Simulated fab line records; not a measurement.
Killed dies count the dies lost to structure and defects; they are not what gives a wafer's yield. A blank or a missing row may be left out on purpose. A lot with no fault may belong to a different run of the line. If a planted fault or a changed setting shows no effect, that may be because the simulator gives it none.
Which tool is to blame? :: flow nand_harc :: 13 lots, 39 wafers sampled, at 5 steps of a route of 1302

WHAT THE GAUGES SHOWED, per wafer
NHARC_A_M1_OVL_MEAS_10: pitch 240 nm.
lot: L903
measured: day 23 10:47
on: overlay-01
overlay_x_nm (nm): -0.3 -0.6 -0.3
overlay_y_nm (nm): -0.4 -0.5 -0.6

lot: L902
measured: day 23 09:02
on: overlay-01
overlay_x_nm (nm): -0.7 -0.8 -1.3
overlay_y_nm (nm): 0.0 0.9 0.5

lot: L907
measured: day 24 13:23
on: overlay-02
overlay_x_nm (nm): 0.4 0.2 0.6
overlay_y_nm (nm): 0.2 0.9 0.5

lot: L908
measured: day 25 12:02
on: overlay-01
overlay_x_nm (nm): -0.4 -0.4 -0.2
overlay_y_nm (nm): 0.8 0.4 1.0

lot: L909
measured: day 25 19:02
on: overlay-02
overlay_x_nm (nm): -0.6 -0.2 -0.3
overlay_y_nm (nm): 0.5 0.5 -0.1

lot: L912
measured: day 26 15:38
on: overlay-02
overlay_x_nm (nm): -0.5 -0.5 0.2
overlay_y_nm (nm): -0.9 -0.3 -0.6

lot: L913
measured: day 27 13:32
on: overlay-02
overlay_x_nm (nm): 1.0 1.7 1.6
overlay_y_nm (nm): 0.5 0.2 0.1

lot: L920
measured: day 30 08:58
on: overlay-02
overlay_x_nm (nm): -0.4 -0.2 -0.4
overlay_y_nm (nm): -0.3 -0.4 -0.5

lot: L921
measured: day 30 11:07
on: overlay-01
overlay_x_nm (nm): 0.4 0.9 -0.2
overlay_y_nm (nm): -0.5 0.0 0.3

lot: L922
measured: day 30 17:20
on: overlay-02
overlay_x_nm (nm): 1.1 1.6 1.1
overlay_y_nm (nm): -0.8 -0.6 -0.5

lot: L924
measured: day 31 17:29
on: overlay-02
overlay_x_nm (nm): 0.2 0.8 1.2
overlay_y_nm (nm): -0.7 -1.7 -1.5

lot: L923
measured: day 31 19:03
on: overlay-02
overlay_x_nm (nm): 0.2 0.5 -0.2
overlay_y_nm (nm): -0.1 0.1 -0.5

lot: L925
measured: day 32 23:08
on: overlay-02
overlay_x_nm (nm): 0.4 1.0 0.9
overlay_y_nm (nm): 0.6 0.6 0.0

NHARC_END_SORT_01.
lot: L912
measured: day 28 01:10
on: prober-01
killed_at_array: 118 138 119
killed_at_other: 2 2 2
killed_at_periphery: 5 5 2
killed_dies: 125 145 123
killed_open: 3 3 0
killed_short: 2 1 2

lot: L913
measured: day 29 05:44
on: prober-02
killed_at_array: 146 128 149
killed_at_other: 0 0 2
killed_at_periphery: 4 0 2
killed_dies: 150 128 153
killed_open: 2 2 2
killed_short: 3 2 2

TOOL THAT RAN EACH LOT (tool first, then ch and the chambers of the sampled wafers, then the start)
lot: L903
NHARC_A_CHANNEL_FILL_D2_ALD_25: ald_hk-04 ch 0,2,3, day 15 04:47
NHARC_A_BONDPAD_DESCUM_11: rie_diel-06 ch 1,2,3, day 23 15:37
NHARC_THIN_TSV_STRIP_56: plasma_asher-01 ch 0,1, day 24 13:24

lot: L902
NHARC_A_CHANNEL_FILL_D2_ALD_25: ald_hk-01 ch 1,3, day 15 05:24
NHARC_A_BONDPAD_DESCUM_11: rie_diel-06 ch 1,3, day 23 14:35
NHARC_THIN_TSV_STRIP_56: plasma_asher-02 ch 0, day 24 12:13

lot: L907
NHARC_A_CHANNEL_FILL_D2_ALD_25: ald_hk-01 ch 2,3, day 16 13:05
NHARC_A_BONDPAD_DESCUM_11: rie_diel-04 ch 0,3, day 24 18:21
NHARC_THIN_TSV_STRIP_56: plasma_asher-02 ch 0,1, day 25 16:07

lot: L908
NHARC_A_CHANNEL_FILL_D2_ALD_25: ald_hk-01 ch 0,3, day 17 12:03
NHARC_A_BONDPAD_DESCUM_11: rie_diel-04 ch 1,2,3, day 25 17:04
NHARC_THIN_TSV_STRIP_56: plasma_asher-01 ch 0,1, day 26 14:58

lot: L909
NHARC_A_CHANNEL_FILL_D2_ALD_25: ald_hk-01 ch 2,3, day 18 00:06
NHARC_A_BONDPAD_DESCUM_11: rie_diel-08 ch 1,2, day 25 23:55
NHARC_THIN_TSV_STRIP_56: plasma_asher-01 ch 0,1, day 27 00:24

lot: L912
NHARC_A_CHANNEL_FILL_D2_ALD_25: ald_hk-01 ch 0,2, day 19 03:32
NHARC_A_BONDPAD_DESCUM_11: rie_diel-06 ch 0,2,3, day 26 20:29
NHARC_THIN_TSV_STRIP_56: plasma_asher-01 ch 0,1, day 27 17:53

lot: L913
NHARC_A_CHANNEL_FILL_D2_ALD_25: ald_hk-01 ch 0,1, day 19 23:31
NHARC_A_BONDPAD_DESCUM_11: rie_diel-06 ch 0,1,2, day 27 18:26
NHARC_THIN_TSV_STRIP_56: plasma_asher-01 ch 0,1, day 28 18:58

lot: L920
NHARC_A_CHANNEL_FILL_D2_ALD_25: ald_hk-03 ch 0,2, day 22 05:37
NHARC_A_BONDPAD_DESCUM_11: rie_diel-06 ch 0,1, day 30 13:47
NHARC_THIN_TSV_STRIP_56: plasma_asher-02 ch 0,1, day 31 11:50

lot: L921
NHARC_A_CHANNEL_FILL_D2_ALD_25: ald_hk-03 ch 1,2,3, day 22 12:56
NHARC_A_BONDPAD_DESCUM_11: rie_diel-08 ch 0,2,3, day 30 15:56
NHARC_THIN_TSV_STRIP_56: plasma_asher-02 ch 0,1, day 31 13:13

lot: L922
NHARC_A_CHANNEL_FILL_D2_ALD_25: ald_hk-03 ch 2,3, day 23 09:03
NHARC_A_BONDPAD_DESCUM_11: rie_diel-06 ch 0,1,2, day 30 22:05
NHARC_THIN_TSV_STRIP_56: plasma_asher-01 ch 0,1, day 31 19:43

lot: L924
NHARC_A_CHANNEL_FILL_D2_ALD_25: ald_hk-01 ch 1,2,3, day 24 02:07
NHARC_A_BONDPAD_DESCUM_11: rie_diel-06 ch 0,1, day 31 22:13
NHARC_THIN_TSV_STRIP_56: plasma_asher-01 ch 0,1, day 32 19:39

lot: L923
NHARC_A_CHANNEL_FILL_D2_ALD_25: ald_hk-04 ch 1,2,3, day 24 02:36
NHARC_A_BONDPAD_DESCUM_11: rie_diel-06 ch 0,3, day 31 23:53
NHARC_THIN_TSV_STRIP_56: plasma_asher-02 ch 0,1, day 32 21:09

lot: L925
NHARC_A_CHANNEL_FILL_D2_ALD_25: ald_hk-01 ch 0,3, day 25 01:24
NHARC_A_BONDPAD_DESCUM_11: rie_diel-06 ch 0,1,2, day 33 04:32
NHARC_THIN_TSV_STRIP_56: plasma_asher-01 ch 0,1, day 34 03:18
- NHARC_A_CHANNEL_FILL_D2_ALD_25: deposits SiOx, target thk 60 nm, pulse time 10 s, ald cycles 600.
- NHARC_A_BONDPAD_DESCUM_11: chemistry O2, time 3 s.
- NHARC_THIN_TSV_STRIP_56: strips in O2.

AS READ BY THE TOOLS THEMSELVES (means over the sampled wafers that have a number; for cases with no such wafer, the mark the record gives instead)
NHARC_A_CHANNEL_FILL_D2_ALD_25.
lot: L903
tool: ald_hk-04
heater_power_w (W): 439
precursor_pulse_height_rel: 1.001

lot: L902
tool: ald_hk-01
heater_power_w (W): 473
precursor_pulse_height_rel: 0.982

lot: L907
tool: ald_hk-01
heater_power_w (W): 492
precursor_pulse_height_rel: 1.007

lot: L908
tool: ald_hk-01
heater_power_w (W): 463
precursor_pulse_height_rel: 1.018

lot: L909
tool: ald_hk-01
heater_power_w (W): 496
precursor_pulse_height_rel: 0.999

lot: L912
tool: ald_hk-01
heater_power_w (W): 481
precursor_pulse_height_rel: 1.006

lot: L913
tool: ald_hk-01
heater_power_w (W): 441
precursor_pulse_height_rel: 0.976

lot: L920
tool: ald_hk-03
heater_power_w (W): 520
precursor_pulse_height_rel: 0.991

lot: L921
tool: ald_hk-03
heater_power_w (W): 447
precursor_pulse_height_rel: 1.008

lot: L922
tool: ald_hk-03
heater_power_w (W): 466
precursor_pulse_height_rel: 0.987

lot: L924
tool: ald_hk-01
heater_power_w (W): 482
precursor_pulse_height_rel: 0.997

lot: L923
tool: ald_hk-04
heater_power_w (W): 451
precursor_pulse_height_rel: 1.011

lot: L925
tool: ald_hk-01
heater_power_w (W): 488
precursor_pulse_height_rel: 0.987

NHARC_A_BONDPAD_DESCUM_11.
lot: L903
tool: rie_diel-06
drypump_motor_current_A (A): 5.5
oes_product_au (a.u.): 0.987
rf_vpp_V (V): 58.6
showerhead_plenum_p_Torr (Torr): 1.99
throttle_valve_pct (%): 11.305

lot: L902
tool: rie_diel-06
drypump_motor_current_A (A): 5.9
oes_product_au (a.u.): 1.003
rf_vpp_V (V): 57.2
showerhead_plenum_p_Torr (Torr): 1.93
throttle_valve_pct (%): 11.315

lot: L907
tool: rie_diel-04
drypump_motor_current_A (A): 5.5
oes_product_au (a.u.): 1.010
rf_vpp_V (V): 57.6
showerhead_plenum_p_Torr (Torr): 1.91
throttle_valve_pct (%): 11.316

lot: L908
tool: rie_diel-04
drypump_motor_current_A (A): 6.1
oes_product_au (a.u.): 0.992
rf_vpp_V (V): 57.9
showerhead_plenum_p_Torr (Torr): 2.04
throttle_valve_pct (%): 11.307

lot: L909
tool: rie_diel-08
drypump_motor_current_A (A): 5.5
oes_product_au (a.u.): 0.992
rf_vpp_V (V): 57.8
showerhead_plenum_p_Torr (Torr): 1.89
throttle_valve_pct (%): 11.313

lot: L912
tool: rie_diel-06
drypump_motor_current_A (A): 5.5
oes_product_au (a.u.): 0.995
rf_vpp_V (V): 57.1
showerhead_plenum_p_Torr (Torr): 2.03
throttle_valve_pct (%): 11.312

lot: L913
tool: rie_diel-06
drypump_motor_current_A (A): 5.4
oes_product_au (a.u.): 0.989
rf_vpp_V (V): 57.0
showerhead_plenum_p_Torr (Torr): 1.97
throttle_valve_pct (%): 11.305

lot: L920
tool: rie_diel-06
drypump_motor_current_A (A): 5.8
oes_product_au (a.u.): 1.004
rf_vpp_V (V): 57.9
showerhead_plenum_p_Torr (Torr): 1.90
throttle_valve_pct (%): 11.310

lot: L921
tool: rie_diel-08
drypump_motor_current_A (A): 5.8
oes_product_au (a.u.): 0.999
rf_vpp_V (V): 57.9
showerhead_plenum_p_Torr (Torr): 1.92
throttle_valve_pct (%): 11.307

lot: L922
tool: rie_diel-06
drypump_motor_current_A (A): 5.4
oes_product_au (a.u.): 0.999
rf_vpp_V (V): 57.8
showerhead_plenum_p_Torr (Torr): 1.96
throttle_valve_pct (%): 11.311

lot: L924
tool: rie_diel-06
drypump_motor_current_A (A): 5.8
oes_product_au (a.u.): 0.992
rf_vpp_V (V): 58.1
showerhead_plenum_p_Torr (Torr): 1.90
throttle_valve_pct (%): 11.306

lot: L923
tool: rie_diel-06
drypump_motor_current_A (A): 5.9
oes_product_au (a.u.): 0.985
rf_vpp_V (V): 57.9
showerhead_plenum_p_Torr (Torr): 2.02
throttle_valve_pct (%): 11.306

lot: L925
tool: rie_diel-06
drypump_motor_current_A (A): 5.5
oes_product_au (a.u.): 1.000
rf_vpp_V (V): 59.2
showerhead_plenum_p_Torr (Torr): 1.96
throttle_valve_pct (%): 11.322

NHARC_THIN_TSV_STRIP_56.
lot: L903
tool: plasma_asher-01
drypump_motor_current_A (A): 5.4
heater_power_w (W): 312

lot: L902
tool: plasma_asher-02
drypump_motor_current_A (A): 6.0
heater_power_w (W): 293

lot: L907
tool: plasma_asher-02
drypump_motor_current_A (A): 6.2
heater_power_w (W): 307

lot: L908
tool: plasma_asher-01
drypump_motor_current_A (A): 5.4
heater_power_w (W): 317

lot: L909
tool: plasma_asher-01
drypump_motor_current_A (A): 5.4
heater_power_w (W): 317

lot: L912
tool: plasma_asher-01
drypump_motor_current_A (A): 5.5
heater_power_w (W): 305

lot: L913
tool: plasma_asher-01
drypump_motor_current_A (A): 5.5
heater_power_w (W): 306

lot: L920
tool: plasma_asher-02
drypump_motor_current_A (A): 6.2
heater_power_w (W): 301

lot: L921
tool: plasma_asher-02
drypump_motor_current_A (A): 6.2
heater_power_w (W): 298

lot: L922
tool: plasma_asher-01
drypump_motor_current_A (A): 5.5
heater_power_w (W): 309

lot: L924
tool: plasma_asher-01
drypump_motor_current_A (A): 5.5
heater_power_w (W): 311

lot: L923
tool: plasma_asher-02
drypump_motor_current_A (A): 6.2
heater_power_w (W): 304

lot: L925
tool: plasma_asher-01
drypump_motor_current_A (A): 5.4
heater_power_w (W): 311

THE ANSWER, worked out from the rows above alone
Rule: what is usual is taken from the lots themselves. The widest of any qualifying gaps counts: lots, ordered by their means at a reading, are off when they make up no more than a third of the lots, leave a main group of 4 or more, and stand apart from it by 3 or more times the standard deviation of that group's means. Not used: any main group whose means are identical at the precision the tables above print for the reading. A lot without any number at a reading at which 4 lots or more have one is off too. All remaining lots with rows at the step are treated as sound. After the gauges, taken in route order, come the tools' own readings; for these a lot's mean is taken, as printed above. At the first step where some lot is off, the reading lying furthest off is the one used; lots without a number count as furthest.
Nothing can be told from this: no lot is off at any reading shown.

WHAT WAS PUT IN BY THE SIMULATOR
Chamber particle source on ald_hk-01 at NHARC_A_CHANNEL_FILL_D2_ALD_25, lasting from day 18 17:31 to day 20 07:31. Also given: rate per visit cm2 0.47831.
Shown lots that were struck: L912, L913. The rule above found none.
